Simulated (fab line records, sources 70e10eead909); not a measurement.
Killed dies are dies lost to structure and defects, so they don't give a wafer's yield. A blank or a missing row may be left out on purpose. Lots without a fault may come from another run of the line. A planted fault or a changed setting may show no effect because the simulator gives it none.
Which tool did it? | flow nand_harc | 24 lots, 72 wafers sampled, at 6 steps of a route of 1302

WHAT THE GAUGES READ, wafer by wafer
The record holds no reading of a measuring or inspecting step that can be judged against a usual standard deviation.

WHICH TOOL RAN EACH LOT (tool, then ch and the chambers of the sampled wafers, then the start)
lot  | NHARC_A_WL_FILL_ETCHBACK_17       | NHARC_A_CONTACT_ETCH_51                       | NHARC_A_CONTACT_ETCH_120             | NHARC_A_CONTACT_ETCH_125             | NHARC_A_CONTACT_ETCH_89                       | NHARC_A_CONTACT_ETCH_138
L074 | rie_metal-01 ch 0,1, day 21 06:48 | rie_diel-05 ch 0,1,3, day 21 22:49 or earlier | har_cap_etch-03 ch 0,1, day 21 22:49 | har_cap_etch-03 ch 0,1, day 22 09:54 | rie_diel-05 ch 0,1,2, day 22 18:08 or earlier | har_cap_etch-03 ch 0,1, day 22 18:08
L075 | rie_metal-01 ch 0,1, day 21 11:41 | rie_diel-10 ch 0,2, day 22 03:58 or earlier   | har_cap_etch-02 ch 0,1, day 22 03:58 | har_cap_etch-02 ch 0,1, day 22 12:49 | rie_diel-05 ch 0,1, day 22 23:29 or earlier   | har_cap_etch-02 ch 0,1, day 22 23:29
L076 | rie_metal-03 ch 0,1, day 21 20:05 | rie_diel-05 ch 0,1,3, day 22 12:53 or earlier | har_cap_etch-01 ch 0,1, day 22 12:53 | har_cap_etch-01 ch 0,1, day 22 21:28 | rie_diel-05 ch 0,1,2, day 23 05:43 or earlier | har_cap_etch-02 ch 0,1, day 23 05:43
L077 | rie_metal-03 ch 0,1, day 22 08:55 | rie_diel-10 ch 0,1,3, day 23 00:55 or earlier | har_cap_etch-01 ch 0,1, day 23 00:55 | har_cap_etch-01 ch 0,1, day 23 10:59 | rie_diel-05 ch 0,2,3, day 23 19:41 or earlier | har_cap_etch-03 ch 0,1, day 23 19:41
L078 | rie_metal-03 ch 0, day 22 11:06   | rie_diel-01 ch 1,2,3, day 23 00:30 or earlier | har_cap_etch-03 ch 0,1, day 23 00:30 | har_cap_etch-03 ch 0,1, day 23 08:54 | rie_diel-05 ch 0,1,3, day 23 17:01 or earlier | har_cap_etch-02 ch 1, day 23 17:01
L080 | rie_metal-02 ch 0,1, day 23 05:35 | rie_diel-01 ch 0,2,3, day 23 21:59 or earlier | har_cap_etch-01 ch 0,1, day 23 21:59 | har_cap_etch-03 ch 0,1, day 24 09:46 | rie_diel-05 ch 0,1,3, day 24 21:05 or earlier | har_cap_etch-03 ch 0,1, day 24 21:05
L079 | rie_metal-03 ch 0,1, day 23 10:41 | rie_diel-05 ch 0,1,2, day 24 02:13 or earlier | har_cap_etch-02 ch 0,1, day 24 02:13 | har_cap_etch-02 ch 0,1, day 24 13:37 | rie_diel-01 ch 0,1,2, day 25 01:34 or earlier | har_cap_etch-03 ch 0,1, day 25 01:34
L081 | rie_metal-02 ch 0,1, day 23 17:46 | rie_diel-10 ch 1,3, day 24 13:56 or earlier   | har_cap_etch-01 ch 0,1, day 24 13:56 | har_cap_etch-03 ch 1, day 25 02:20   | rie_diel-10 ch 1,2,3, day 25 11:53 or earlier | har_cap_etch-02 ch 0,1, day 25 11:53
L082 | rie_metal-03 ch 0,1, day 24 08:25 | rie_diel-05 ch 1,3, day 25 01:11 or earlier   | har_cap_etch-01 ch 0,1, day 25 01:11 | har_cap_etch-01 ch 0,1, day 25 09:40 | rie_diel-05 ch 0,1, day 25 20:12 or earlier   | har_cap_etch-03 ch 0,1, day 25 20:12
L083 | rie_metal-01 ch 0, day 24 08:27   | rie_diel-10 ch 0,3, day 25 01:55 or earlier   | har_cap_etch-02 ch 0,1, day 25 01:55 | har_cap_etch-03 ch 0,1, day 25 11:14 | rie_diel-05 ch 0,2,3, day 25 22:07 or earlier | har_cap_etch-01 ch 0,1, day 25 22:07
L085 | rie_metal-03 ch 0,1, day 25 01:13 | rie_diel-01 ch 0,1,2, day 25 20:37 or earlier | har_cap_etch-02 ch 0,1, day 25 20:37 | har_cap_etch-01 ch 0,1, day 26 07:42 | rie_diel-10 ch 1,2,3, day 26 19:58 or earlier | har_cap_etch-01 ch 0,1, day 26 19:58
L084 | rie_metal-02 ch 0, day 25 01:16   | rie_diel-01 ch 0,2,3, day 25 17:45 or earlier | har_cap_etch-01 ch 0,1, day 25 17:45 | har_cap_etch-03 ch 0, day 26 02:12   | rie_diel-05 ch 0,2,3, day 26 10:29 or earlier | har_cap_etch-02 ch 0, day 26 10:29
L086 | rie_metal-02 ch 0,1, day 25 15:29 | rie_diel-05 ch 1,2, day 26 08:16 or earlier   | har_cap_etch-02 ch 0,1, day 26 08:16 | har_cap_etch-02 ch 0,1, day 26 21:04 | rie_diel-10 ch 1,2,3, day 27 06:50 or earlier | har_cap_etch-03 ch 0,1, day 27 06:50
L087 | rie_metal-01 ch 0, day 25 17:46   | rie_diel-05 ch 0,1, day 26 10:01 or earlier   | har_cap_etch-03 ch 0,1, day 26 10:01 | har_cap_etch-03 ch 0,1, day 26 22:40 | rie_diel-05 ch 1,2, day 27 08:27 or earlier   | har_cap_etch-03 ch 0,1, day 27 08:27
L088 | rie_metal-02 ch 1, day 26 15:37   | rie_diel-05 ch 1,2,3, day 27 07:00 or earlier | har_cap_etch-01 ch 0,1, day 27 07:00 | har_cap_etch-01 ch 0,1, day 27 17:37 | rie_diel-05 ch 0,1, day 28 01:47 or earlier   | har_cap_etch-03 ch 0,1, day 28 01:47
L089 | rie_metal-03 ch 0,1, day 26 15:38 | rie_diel-01 ch 1,2, day 27 07:27 or earlier   | har_cap_etch-02 ch 0,1, day 27 07:27 | har_cap_etch-02 ch 0,1, day 27 18:22 | rie_diel-05 ch 2,3, day 28 05:47 or earlier   | har_cap_etch-02 ch 0,1, day 28 05:47
L090 | rie_metal-03 ch 0,1, day 27 13:11 | rie_diel-05 ch 0,1,2, day 28 04:41 or earlier | har_cap_etch-01 ch 1, day 28 04:41   | har_cap_etch-01 ch 0,1, day 28 14:05 | rie_diel-05 ch 0,1,3, day 28 23:24 or earlier | har_cap_etch-03 ch 1, day 28 23:24
L091 | rie_metal-02 ch 0,1, day 27 16:17 | rie_diel-05 ch 0,3, day 28 07:53 or earlier   | har_cap_etch-03 ch 0,1, day 28 07:53 | har_cap_etch-02 ch 0,1, day 28 17:46 | rie_diel-05 ch 0,1,3, day 29 04:45 or earlier | har_cap_etch-01 ch 0,1, day 29 04:45
L092 | rie_metal-03 ch 0,1, day 28 16:08 | rie_diel-05 ch 0,1,3, day 29 10:13 or earlier | har_cap_etch-02 ch 0,1, day 29 10:13 | har_cap_etch-01 ch 0,1, day 29 22:10 | rie_diel-05 ch 1,2, day 30 07:06 or earlier   | har_cap_etch-02 ch 0,1, day 30 07:06
L093 | rie_metal-02 ch 0,1, day 28 19:10 | rie_diel-05 ch 0,1, day 29 12:53 or earlier   | har_cap_etch-03 ch 0,1, day 29 12:53 | har_cap_etch-02 ch 0,1, day 29 23:02 | rie_diel-01 ch 0,2,3, day 30 07:56 or earlier | har_cap_etch-03 ch 0,1, day 30 07:56
L095 | rie_metal-03 ch 0,1, day 29 14:23 | rie_diel-05 ch 0,2,3, day 30 07:06 or earlier | har_cap_etch-01 ch 0,1, day 30 07:06 | har_cap_etch-03 ch 0,1, day 30 17:38 | rie_diel-01 ch 1,2, day 31 03:55 or earlier   | har_cap_etch-01 ch 0,1, day 31 03:55
L094 | rie_metal-02 ch 0,1, day 29 14:25 | rie_diel-05 ch 1,2, day 30 05:55 or earlier   | har_cap_etch-03 ch 0,1, day 30 05:55 | har_cap_etch-02 ch 0,1, day 30 14:37 | rie_diel-05 ch 2,3, day 31 00:33 or earlier   | har_cap_etch-01 ch 0,1, day 31 00:33
L096 | rie_metal-02 ch 0,1, day 30 02:14 | rie_diel-01 ch 0,1,2, day 30 17:52 or earlier | har_cap_etch-01 ch 1, day 30 17:52   | har_cap_etch-03 ch 0, day 31 03:16   | rie_diel-05 ch 0,1,2, day 31 11:24 or earlier | har_cap_etch-01 ch 0, day 31 11:24
L097 | rie_metal-01 ch 0,1, day 30 05:20 | rie_diel-05 ch 1,2, day 31 00:09 or earlier   | har_cap_etch-02 ch 0,1, day 31 00:09 | har_cap_etch-02 ch 0,1, day 31 09:25 | rie_diel-05 ch 0,1,3, day 31 19:09 or earlier | har_cap_etch-03 ch 0,1, day 31 19:09
- NHARC_A_WL_FILL_ETCHBACK_17: etches the open film in Cl2/BCl3, target depth 4 nm, time 26.7 s.
- NHARC_A_CONTACT_ETCH_51: etches the open film in O2/COS, target depth 7000 nm, time 1820 s.
- NHARC_A_CONTACT_ETCH_120: etches the open film in C4F8/O2/Ar, time 190 s, target depth 1850 nm.
- NHARC_A_CONTACT_ETCH_125: etches the open film in C4F8/O2/Ar, time 197 s, target depth 1918 nm.
- NHARC_A_CONTACT_ETCH_89: etches the open film in N2/H2, target depth 260 nm, time 475.3 s.
- NHARC_A_CONTACT_ETCH_138: etches the open film in C4F8/O2/Ar, time 311 s, target depth 1914 nm.

WHAT THE TOOLS THEMSELVES READ (means of the sampled wafers that have a number; where no wafer has one, the mark that the record gives instead)
NHARC_A_WL_FILL_ETCHBACK_17.
lot  | tool         | drypump_motor_current_A (A) | oes_product_au (a.u.)
L074 | rie_metal-01 | 6.5                         | 0.987
L075 | rie_metal-01 | 6.7                         | 0.990
L076 | rie_metal-03 | 5.6                         | 0.998
L077 | rie_metal-03 | 5.6                         | 0.996
L078 | rie_metal-03 | 5.3                         | 1.018
L080 | rie_metal-02 | 6.2                         | 0.974
L079 | rie_metal-03 | 5.4                         | 0.997
L081 | rie_metal-02 | 6.2                         | 0.966
L082 | rie_metal-03 | 5.4                         | 0.991
L083 | rie_metal-01 | 6.8                         | 0.987
L085 | rie_metal-03 | 5.6                         | 0.995
L084 | rie_metal-02 | 6.4                         | 0.975
L086 | rie_metal-02 | 6.1                         | 0.989
L087 | rie_metal-01 | 6.7                         | 1.008
L088 | rie_metal-02 | 5.9                         | 0.993
L089 | rie_metal-03 | 5.6                         | 0.990
L090 | rie_metal-03 | 5.6                         | 0.988
L091 | rie_metal-02 | 6.2                         | 1.001
L092 | rie_metal-03 | 5.4                         | 0.994
L093 | rie_metal-02 | 6.1                         | 1.002
L095 | rie_metal-03 | 5.6                         | 0.977
L094 | rie_metal-02 | 6.1                         | 0.996
L096 | rie_metal-02 | 6.0                         | 0.995
L097 | rie_metal-01 | 6.5                         | 0.997

NHARC_A_CONTACT_ETCH_51.
lot  | tool        | drypump_motor_current_A (A) | oes_product_au (a.u.) | rf_vpp_V (V) | showerhead_plenum_p_Torr (Torr) | throttle_valve_pct (%)
L074 | rie_diel-05 | 5.80                        | 1.001                 | 313.9        | 3.18                            | 28.329
L075 | rie_diel-10 | 5.44                        | 1.012                 | 317.4        | 3.35                            | 28.319
L076 | rie_diel-05 | 5.80                        | 1.001                 | 314.6        | 3.18                            | 28.327
L077 | rie_diel-10 | 5.71                        | 1.005                 | 315.3        | 3.22                            | 28.330
L078 | rie_diel-01 | 5.88                        | 0.997                 | 315.8        | 3.23                            | 28.332
L080 | rie_diel-01 | 5.43                        | 1.000                 | 315.2        | 3.23                            | 28.336
L079 | rie_diel-05 | 5.94                        | 0.995                 | 314.0        | 3.09                            | 28.325
L081 | rie_diel-10 | 5.82                        | 1.015                 | 313.9        | 3.15                            | 28.325
L082 | rie_diel-05 | 5.80                        | 1.001                 | 315.1        | 3.21                            | 28.330
L083 | rie_diel-10 | 5.80                        | 1.007                 | 316.1        | 3.23                            | 28.331
L085 | rie_diel-01 | 5.57                        | 1.003                 | 313.4        | 3.15                            | 28.329
L084 | rie_diel-01 | 5.41                        | 1.006                 | 315.3        | 3.23                            | 28.322
L086 | rie_diel-05 | 6.01                        | 0.990                 | 314.7        | 3.10                            | 28.329
L087 | rie_diel-05 | 5.80                        | 0.992                 | 314.6        | 3.14                            | 28.327
L088 | rie_diel-05 | 5.90                        | 0.990                 | 314.6        | 3.12                            | 28.341
L089 | rie_diel-01 | 5.99                        | 1.005                 | 314.3        | 3.13                            | 28.326
L090 | rie_diel-05 | 5.94                        | 0.987                 | 313.8        | 3.08                            | 28.328
L091 | rie_diel-05 | 5.70                        | 0.996                 | 315.1        | 3.16                            | 28.323
L092 | rie_diel-05 | 5.80                        | 0.994                 | 313.9        | 3.17                            | 28.328
L093 | rie_diel-05 | 5.89                        | 0.980                 | 314.6        | 3.14                            | 28.342
L095 | rie_diel-05 | 5.84                        | 1.000                 | 314.4        | 3.10                            | 28.345
L094 | rie_diel-05 | 6.00                        | 0.998                 | 314.1        | 3.09                            | 28.329
L096 | rie_diel-01 | 5.57                        | 1.008                 | 313.8        | 3.13                            | 28.324
L097 | rie_diel-05 | 6.03                        | 0.987                 | 314.3        | 3.09                            | 28.325

NHARC_A_CONTACT_ETCH_89.
lot  | tool        | drypump_motor_current_A (A) | oes_product_au (a.u.) | rf_vpp_V (V) | showerhead_plenum_p_Torr (Torr) | throttle_valve_pct (%)
L074 | rie_diel-05 | 5.92                        | 1.002                 | 429.3        | 2.02                            | 14.184
L075 | rie_diel-05 | 5.89                        | 0.986                 | 431.8        | 2.06                            | 14.171
L076 | rie_diel-05 | 5.94                        | 0.996                 | 430.7        | 2.02                            | 14.164
L077 | rie_diel-05 | 5.84                        | 1.009                 | 430.4        | 2.04                            | 14.165
L078 | rie_diel-05 | 5.80                        | 0.996                 | 430.9        | 2.08                            | 14.170
L080 | rie_diel-05 | 5.81                        | 1.005                 | 431.5        | 2.08                            | 14.167
L079 | rie_diel-01 | 5.56                        | 0.999                 | 431.6        | 2.06                            | 14.164
L081 | rie_diel-10 | 5.70                        | 1.012                 | 432.4        | 2.11                            | 14.186
L082 | rie_diel-05 | 5.80                        | 0.990                 | 430.9        | 2.06                            | 14.182
L083 | rie_diel-05 | 5.85                        | 1.014                 | 430.7        | 2.04                            | 14.176
L085 | rie_diel-10 | 5.70                        | 0.991                 | 432.4        | 2.11                            | 14.176
L084 | rie_diel-05 | 5.82                        | 1.005                 | 430.4        | 2.03                            | 14.162
L086 | rie_diel-10 | 5.71                        | 0.994                 | 431.7        | 2.11                            | 14.173
L087 | rie_diel-05 | 6.07                        | 1.001                 | 428.5        | 1.97                            | 14.165
L088 | rie_diel-05 | 5.79                        | 0.993                 | 429.6        | 2.05                            | 14.155
L089 | rie_diel-05 | 5.83                        | 0.989                 | 431.7        | 2.06                            | 14.168
L090 | rie_diel-05 | 5.80                        | 0.988                 | 431.5        | 2.07                            | 14.172
L091 | rie_diel-05 | 5.79                        | 0.995                 | 432.8        | 2.07                            | 14.164
L092 | rie_diel-05 | 6.04                        | 1.004                 | 428.0        | 1.97                            | 14.173
L093 | rie_diel-01 | 5.40                        | 0.998                 | 432.3        | 2.11                            | 14.169
L095 | rie_diel-01 | 5.92                        | 1.005                 | 431.6        | 2.09                            | 14.176
L094 | rie_diel-05 | 5.93                        | 1.004                 | 428.4        | 1.99                            | 14.173
L096 | rie_diel-05 | 5.93                        | 0.997                 | 429.6        | 2.01                            | 14.176
L097 | rie_diel-05 | 5.80                        | 0.997                 | 431.1        | 2.07                            | 14.171

THE ANSWER, worked out from the rows above alone
Rule: what is usual is taken from the lots themselves. Put in order of their means at a reading, lots are off if they are a third of the lots or fewer, leave a main group of 4 or more, and stand apart from it by a gap of 3 or more times the standard deviation of the main group's means; of several such gaps the widest counts. A main group whose means are all the same, to the digits that the tables above print for the reading, isn't used. A lot without any number at a reading at which 4 lots or more have one is off too. The other lots that the step has rows for count as sound. The gauges are gone through in route order, then the tools' own readings, and for those a lot's mean is taken as printed above. The first step at which some lot is off is used, and at that step the reading that is off furthest; a lot without a number counts as furthest.
No lot is off at any reading shown: from this, nothing can be told.

WHAT THE SIMULATOR HAD PUT IN
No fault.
